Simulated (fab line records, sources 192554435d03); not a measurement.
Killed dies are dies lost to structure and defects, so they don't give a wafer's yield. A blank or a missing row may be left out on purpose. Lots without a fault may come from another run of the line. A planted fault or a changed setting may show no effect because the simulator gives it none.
Which tool did it? | flow n5_finfet | 24 lots, 72 wafers sampled, at 6 steps of a route of 1938

WHAT THE GAUGES READ, wafer by wafer
The record holds no reading of a measuring or inspecting step that can be judged against a usual standard deviation.

WHICH TOOL RAN EACH LOT (tool, then ch and the chambers of the sampled wafers, then the start)
lot  | N5_BEOL_M10_CURE_71           | N5_BEOL_M10_CURE_72           | N5_BEOL_M10_ALD_74                  | N5_BEOL_M11_CURE_71           | N5_BEOL_M11_HM_DEP_02        | N5_BEOL_M11_HM_OPEN_17
L074 | uv_cure-01 ch 2, day 10 02:42 | uv_cure-01 ch 0, day 10 06:25 | ald_metal-04 ch 1,2,3, day 10 07:43 | uv_cure-01 ch 0, day 10 09:45 | pvd_sputter-02, day 10 11:59 | rie_metal-03 ch 0,1, day 10 12:52
L075 | uv_cure-03 ch 0, day 10 08:46 | uv_cure-03 ch 1, day 10 12:55 | ald_metal-04 ch 0,1,3, day 10 13:36 | uv_cure-01 ch 0, day 10 15:55 | pvd_sputter-03, day 10 17:41 | rie_metal-03 ch 0,1, day 10 18:46
L076 | uv_cure-03 ch 0, day 10 20:59 | uv_cure-01 ch 0, day 11 00:56 | ald_metal-04 ch 0,3, day 11 01:34   | uv_cure-01 ch 2, day 11 05:01 | pvd_sputter-03, day 11 07:01 | rie_metal-01 ch 0,1, day 11 07:58
L077 | uv_cure-02 ch 0, day 11 04:50 | uv_cure-03 ch 2, day 11 11:17 | ald_metal-04 ch 0,1, day 11 11:58   | uv_cure-01 ch 0, day 11 13:38 | pvd_sputter-03, day 11 16:36 | rie_metal-01 ch 0,1, day 11 17:28
L081 | uv_cure-03 ch 2, day 11 05:01 | uv_cure-02 ch 1, day 11 12:43 | ald_metal-02 ch 0,1,3, day 11 13:11 | uv_cure-03 ch 2, day 11 16:34 | pvd_sputter-01, day 11 20:22 | rie_metal-01 ch 0,1, day 11 21:32
L080 | uv_cure-03 ch 0, day 11 06:39 | uv_cure-01 ch 2, day 11 11:07 | ald_metal-02 ch 0,1,3, day 11 11:44 | uv_cure-02 ch 2, day 11 13:34 | pvd_sputter-03, day 11 16:30 | rie_metal-03 ch 0,1, day 11 17:18
L079 | uv_cure-01 ch 1, day 11 06:43 | uv_cure-01 ch 0, day 11 12:00 | ald_metal-04 ch 1,2,3, day 11 12:29 | uv_cure-01 ch 2, day 11 14:14 | pvd_sputter-03, day 11 17:01 | rie_metal-02 ch 0,1, day 11 17:45
L078 | uv_cure-03 ch 1, day 11 13:17 | uv_cure-01 ch 2, day 11 20:32 | ald_metal-02 ch 0,1, day 11 21:22   | uv_cure-02 ch 1, day 11 23:22 | pvd_sputter-01, day 12 00:40 | rie_metal-01 ch 0,1, day 12 01:34
L082 | uv_cure-02 ch 2, day 11 19:44 | uv_cure-03 ch 1, day 12 00:23 | ald_metal-01 ch 0,2,3, day 12 01:20 | uv_cure-03 ch 0, day 12 03:45 | pvd_sputter-02, day 12 06:39 | rie_metal-01 ch 0,1, day 12 07:44
L083 | uv_cure-01 ch 2, day 12 03:30 | uv_cure-01 ch 0, day 12 10:33 | ald_metal-04 ch 0,1,2, day 12 11:26 | uv_cure-02 ch 0, day 12 13:45 | pvd_sputter-02, day 12 15:07 | rie_metal-01 ch 0,1, day 12 15:58
L084 | uv_cure-03 ch 0, day 12 13:21 | uv_cure-02 ch 0, day 12 18:46 | ald_metal-01 ch 1,2,3, day 12 19:15 | uv_cure-01 ch 1, day 12 20:58 | pvd_sputter-03, day 12 22:25 | rie_metal-02 ch 0,1, day 12 23:16
L085 | uv_cure-03 ch 0, day 13 05:13 | uv_cure-01 ch 1, day 13 12:02 | ald_metal-02 ch 0,1,2, day 13 12:26 | uv_cure-03 ch 2, day 13 14:20 | pvd_sputter-02, day 13 15:38 | rie_metal-02 ch 0,1, day 13 16:22
L087 | uv_cure-01 ch 1, day 13 05:59 | uv_cure-01 ch 0, day 13 12:44 | ald_metal-04 ch 0,1,3, day 13 13:05 | uv_cure-01 ch 1, day 13 15:41 | pvd_sputter-01, day 13 17:04 | rie_metal-01 ch 0,1, day 13 17:50
L086 | uv_cure-01 ch 1, day 13 14:35 | uv_cure-01 ch 2, day 13 18:23 | ald_metal-04 ch 0,1,2, day 13 19:08 | uv_cure-03 ch 1, day 13 22:23 | pvd_sputter-02, day 14 00:02 | rie_metal-03 ch 0,1, day 14 00:53
L089 | uv_cure-01 ch 1, day 13 15:56 | uv_cure-03 ch 2, day 13 21:20 | ald_metal-02 ch 0,1, day 13 21:47   | uv_cure-02 ch 2, day 14 00:23 | pvd_sputter-01, day 14 01:08 | rie_metal-03 ch 0,1, day 14 02:00
L091 | uv_cure-02 ch 0, day 13 18:38 | uv_cure-02 ch 0, day 13 23:56 | ald_metal-02 ch 0,1, day 14 00:32   | uv_cure-01 ch 0, day 14 03:14 | pvd_sputter-01, day 14 04:22 | rie_metal-02 ch 1, day 14 05:31
L090 | uv_cure-01 ch 2, day 13 22:22 | uv_cure-03 ch 0, day 14 04:05 | ald_metal-02 ch 0,1, day 14 04:40   | uv_cure-03 ch 2, day 14 06:28 | pvd_sputter-02, day 14 08:07 | rie_metal-02 ch 0,1, day 14 09:02
L088 | uv_cure-03 ch 0, day 14 00:20 | uv_cure-01 ch 1, day 14 04:14 | ald_metal-01 ch 0,1, day 14 04:47   | uv_cure-02 ch 0, day 14 08:32 | pvd_sputter-01, day 14 09:14 | rie_metal-01 ch 0,1, day 14 10:07
L093 | uv_cure-01 ch 0, day 14 06:42 | uv_cure-03 ch 1, day 14 10:38 | ald_metal-02 ch 0,1,2, day 14 12:20 | uv_cure-03 ch 1, day 14 14:10 | pvd_sputter-02, day 14 15:28 | rie_metal-01 ch 0,1, day 14 16:21
L092 | uv_cure-02 ch 1, day 14 18:14 | uv_cure-03 ch 1, day 15 01:27 | ald_metal-01 ch 0,1, day 15 01:56   | uv_cure-01 ch 2, day 15 03:45 | pvd_sputter-03, day 15 07:23 | rie_metal-02 ch 0,1, day 15 13:25
L094 | uv_cure-03 ch 2, day 15 00:44 | uv_cure-02 ch 1, day 15 07:52 | ald_metal-04 ch 1,3, day 15 08:29   | uv_cure-02 ch 0, day 15 10:15 | pvd_sputter-01, day 15 12:32 | rie_metal-03 ch 0, day 15 13:28
L096 | uv_cure-01 ch 2, day 15 23:56 | uv_cure-02 ch 1, day 16 03:41 | ald_metal-01 ch 0,2,3, day 16 04:37 | uv_cure-02 ch 0, day 16 06:32 | pvd_sputter-02, day 16 08:21 | rie_metal-02 ch 0,1, day 16 09:12
L097 | uv_cure-03 ch 1, day 16 01:33 | uv_cure-01 ch 1, day 16 08:41 | ald_metal-01 ch 1,2, day 16 09:15   | uv_cure-03 ch 1, day 16 11:22 | pvd_sputter-02, day 16 12:38 | rie_metal-02 ch 0,1, day 16 13:41
L095 | uv_cure-01 ch 2, day 16 01:54 | uv_cure-01 ch 2, day 16 08:53 | ald_metal-02 ch 1,2,3, day 16 09:21 | uv_cure-02 ch 2, day 16 11:07 | pvd_sputter-02, day 16 12:29 | rie_metal-03 ch 0,1, day 16 13:38
- N5_BEOL_M10_CURE_71: cures SiCOH lowk, time 240 s.
- N5_BEOL_M10_CURE_72: cures SiCOH lowk, time 120 s.
- N5_BEOL_M10_ALD_74: deposits TaN, target thk 2 nm, pulse time 2 s, purge time 3 s.
- N5_BEOL_M11_CURE_71: cures SiCOH lowk, time 240 s.
- N5_BEOL_M11_HM_DEP_02: deposits TiN, target thk 20 nm.
- N5_BEOL_M11_HM_OPEN_17: chemistry Cl2/BCl3, target TiN, target depth 20 nm, overetch 6 nm.

WHAT THE TOOLS THEMSELVES READ (means of the sampled wafers that have a number; where no wafer has one, the mark that the record gives instead)
N5_BEOL_M10_CURE_71.
lot  | tool       | lamp_power_pct (%) | wafer_temp_C_max
L074 | uv_cure-01 | 52.34              | 386.9
L075 | uv_cure-03 | 52.28              | 386.5
L076 | uv_cure-03 | 52.24              | 386.4
L077 | uv_cure-02 | 52.28              | 386.8
L081 | uv_cure-03 | 52.38              | 386.6
L080 | uv_cure-03 | 52.30              | 386.0
L079 | uv_cure-01 | 52.30              | 388.7
L078 | uv_cure-03 | 52.33              | 386.9
L082 | uv_cure-02 | 52.33              | 387.0
L083 | uv_cure-01 | 52.30              | 387.0
L084 | uv_cure-03 | 52.30              | 386.3
L085 | uv_cure-03 | 52.32              | 386.8
L087 | uv_cure-01 | 52.31              | 388.7
L086 | uv_cure-01 | 52.29              | 388.3
L089 | uv_cure-01 | 52.38              | 388.3
L091 | uv_cure-02 | 52.31              | 386.5
L090 | uv_cure-01 | 52.32              | 386.9
L088 | uv_cure-03 | 52.30              | 386.6
L093 | uv_cure-01 | 52.30              | 387.4
L092 | uv_cure-02 | 52.34              | 387.5
L094 | uv_cure-03 | 52.37              | 386.2
L096 | uv_cure-01 | 52.28              | 386.1
L097 | uv_cure-03 | 52.33              | 387.3
L095 | uv_cure-01 | 52.34              | 386.4

N5_BEOL_M10_CURE_72.
lot  | tool       | lamp_power_pct (%) | wafer_temp_C_max
L074 | uv_cure-01 | 52.35              | 372.4
L075 | uv_cure-03 | 52.38              | 372.2
L076 | uv_cure-01 | 52.34              | 372.5
L077 | uv_cure-03 | 52.26              | 371.3
L081 | uv_cure-02 | 52.29              | 372.4
L080 | uv_cure-01 | 52.31              | 371.1
L079 | uv_cure-01 | 52.33              | 372.1
L078 | uv_cure-01 | 52.36              | 371.9
L082 | uv_cure-03 | 52.22              | 371.9
L083 | uv_cure-01 | 52.35              | 372.4
L084 | uv_cure-02 | 52.30              | 371.4
L085 | uv_cure-01 | 52.30              | 373.0
L087 | uv_cure-01 | 52.30              | 372.6
L086 | uv_cure-01 | 52.32              | 371.8
L089 | uv_cure-03 | 52.29              | 371.5
L091 | uv_cure-02 | 52.29              | 372.0
L090 | uv_cure-03 | 52.32              | 370.9
L088 | uv_cure-01 | 52.31              | 372.9
L093 | uv_cure-03 | 52.34              | 372.8
L092 | uv_cure-03 | 52.31              | 372.5
L094 | uv_cure-02 | 52.23              | 372.0
L096 | uv_cure-02 | 52.33              | 372.7
L097 | uv_cure-01 | 52.29              | 372.6
L095 | uv_cure-01 | 52.26              | 371.2

N5_BEOL_M10_ALD_74.
lot  | tool         | heater_power_w (W) | precursor_vessel_pressure_torr (Torr)
L074 | ald_metal-04 | 431                | 26.23
L075 | ald_metal-04 | 420                | 26.28
L076 | ald_metal-04 | 402                | 26.27
L077 | ald_metal-04 | 409                | 26.26
L081 | ald_metal-02 | 426                | 26.22
L080 | ald_metal-02 | 436                | 26.22
L079 | ald_metal-04 | 428                | 26.27
L078 | ald_metal-02 | 422                | 26.25
L082 | ald_metal-01 | 439                | 26.28
L083 | ald_metal-04 | 422                | 26.22
L084 | ald_metal-01 | 404                | 26.20
L085 | ald_metal-02 | 429                | 26.27
L087 | ald_metal-04 | 422                | 26.23
L086 | ald_metal-04 | 416                | 26.28
L089 | ald_metal-02 | 420                | 26.23
L091 | ald_metal-02 | 414                | 26.25
L090 | ald_metal-02 | 411                | 26.22
L088 | ald_metal-01 | 391                | 26.27
L093 | ald_metal-02 | 425                | 26.17
L092 | ald_metal-01 | 366                | 26.28
L094 | ald_metal-04 | 441                | 26.21
L096 | ald_metal-01 | 432                | 26.26
L097 | ald_metal-01 | 397                | 26.29
L095 | ald_metal-02 | 430                | 26.21

N5_BEOL_M11_CURE_71.
lot  | tool       | lamp_power_pct (%) | wafer_temp_C_max
L074 | uv_cure-01 | 52.33              | 387.2
L075 | uv_cure-01 | 52.32              | 387.6
L076 | uv_cure-01 | 52.29              | 386.6
L077 | uv_cure-01 | 52.31              | 387.9
L081 | uv_cure-03 | 52.35              | 386.2
L080 | uv_cure-02 | 52.33              | 386.5
L079 | uv_cure-01 | 52.25              | 386.4
L078 | uv_cure-02 | 52.34              | 387.1
L082 | uv_cure-03 | 52.31              | 386.1
L083 | uv_cure-02 | 52.33              | 387.1
L084 | uv_cure-01 | 52.30              | 388.0
L085 | uv_cure-03 | 52.30              | 386.0
L087 | uv_cure-01 | 52.31              | 388.0
L086 | uv_cure-03 | 52.36              | 388.2
L089 | uv_cure-02 | 52.29              | 387.1
L091 | uv_cure-01 | 52.36              | 387.2
L090 | uv_cure-03 | 52.27              | 387.0
L088 | uv_cure-02 | 52.30              | 386.6
L093 | uv_cure-03 | 52.34              | 387.4
L092 | uv_cure-01 | 52.30              | 386.3
L094 | uv_cure-02 | 52.33              | 387.0
L096 | uv_cure-02 | 52.25              | 386.5
L097 | uv_cure-03 | 52.33              | 387.3
L095 | uv_cure-02 | 52.38              | 386.9

N5_BEOL_M11_HM_DEP_02.
lot  | tool           | throttle_valve_pct (%)
L074 | pvd_sputter-02 | 30.6
L075 | pvd_sputter-03 | 30.3
L076 | pvd_sputter-03 | 30.3
L077 | pvd_sputter-03 | 30.0
L081 | pvd_sputter-01 | 31.6
L080 | pvd_sputter-03 | 30.2
L079 | pvd_sputter-03 | 29.2
L078 | pvd_sputter-01 | 30.3
L082 | pvd_sputter-02 | 30.3
L083 | pvd_sputter-02 | 30.0
L084 | pvd_sputter-03 | 29.6
L085 | pvd_sputter-02 | 30.3
L087 | pvd_sputter-01 | 31.0
L086 | pvd_sputter-02 | 30.1
L089 | pvd_sputter-01 | 31.0
L091 | pvd_sputter-01 | 30.6
L090 | pvd_sputter-02 | 30.3
L088 | pvd_sputter-01 | 30.8
L093 | pvd_sputter-02 | 30.4
L092 | pvd_sputter-03 | 28.7
L094 | pvd_sputter-01 | 32.4
L096 | pvd_sputter-02 | 30.2
L097 | pvd_sputter-02 | 30.7
L095 | pvd_sputter-02 | 30.0

N5_BEOL_M11_HM_OPEN_17.
lot  | tool         | drypump_motor_current_A (A) | mfc_ar_sccm (sccm) | oes_product_au (a.u.) | throttle_valve_pct (%)
L074 | rie_metal-03 | 5.7                         | 24.97              | 0.67                  | 21.99
L075 | rie_metal-03 | 5.7                         | 25.05              | 0.66                  | 21.99
L076 | rie_metal-01 | 5.3                         | 25.08              | 0.71                  | 22.14
L077 | rie_metal-01 | 5.3                         | 24.99              | 0.70                  | 22.14
L081 | rie_metal-01 | 5.3                         | 25.00              | 0.70                  | 22.08
L080 | rie_metal-03 | 5.4                         | 25.01              | 0.71                  | 21.90
L079 | rie_metal-02 | 5.7                         | 25.03              | 0.71                  | 22.04
L078 | rie_metal-01 | 5.2                         | 25.06              | 0.69                  | 22.16
L082 | rie_metal-01 | 5.2                         | 24.97              | 0.69                  | 22.15
L083 | rie_metal-01 | 5.3                         | 24.99              | 0.68                  | 22.17
L084 | rie_metal-02 | 5.6                         | 25.02              | 0.67                  | 21.96
L085 | rie_metal-02 | 5.7                         | 25.05              | 0.70                  | 22.05
L087 | rie_metal-01 | 5.2                         | 25.02              | 0.69                  | 22.16
L086 | rie_metal-03 | 5.4                         | 24.96              | 0.68                  | 21.94
L089 | rie_metal-03 | 5.4                         | 25.07              | 0.68                  | 21.92
L091 | rie_metal-02 | 5.8                         | 24.99              | 0.73                  | 22.17
L090 | rie_metal-02 | 5.6                         | 25.08              | 0.67                  | 21.96
L088 | rie_metal-01 | 5.3                         | 25.09              | 0.69                  | 22.08
L093 | rie_metal-01 | 5.2                         | 24.99              | 0.67                  | 22.18
L092 | rie_metal-02 | 5.6                         | 24.98              | 0.66                  | 21.96
L094 | rie_metal-03 | 6.0                         | 25.08              | 0.60                  | 22.11
L096 | rie_metal-02 | 5.7                         | 24.94              | 0.68                  | 22.07
L097 | rie_metal-02 | 5.7                         | 25.00              | 0.68                  | 22.09
L095 | rie_metal-03 | 5.7                         | 25.00              | 0.64                  | 22.03

THE ANSWER, worked out from the rows above alone
Rule: what is usual is taken from the lots themselves. Put in order of their means at a reading, lots are off if they are a third of the lots or fewer, leave a main group of 4 or more, and stand apart from it by a gap of 3 or more times the standard deviation of the main group's means; of several such gaps the widest counts. A main group whose means are all the same, to the digits that the tables above print for the reading, isn't used. A lot without any number at a reading at which 4 lots or more have one is off too. The other lots that the step has rows for count as sound. The gauges are gone through in route order, then the tools' own readings, and for those a lot's mean is taken as printed above. The first step at which some lot is off is used, and at that step the reading that is off furthest; a lot without a number counts as furthest.
No lot is off at any reading shown: from this, nothing can be told.

WHAT THE SIMULATOR HAD PUT IN
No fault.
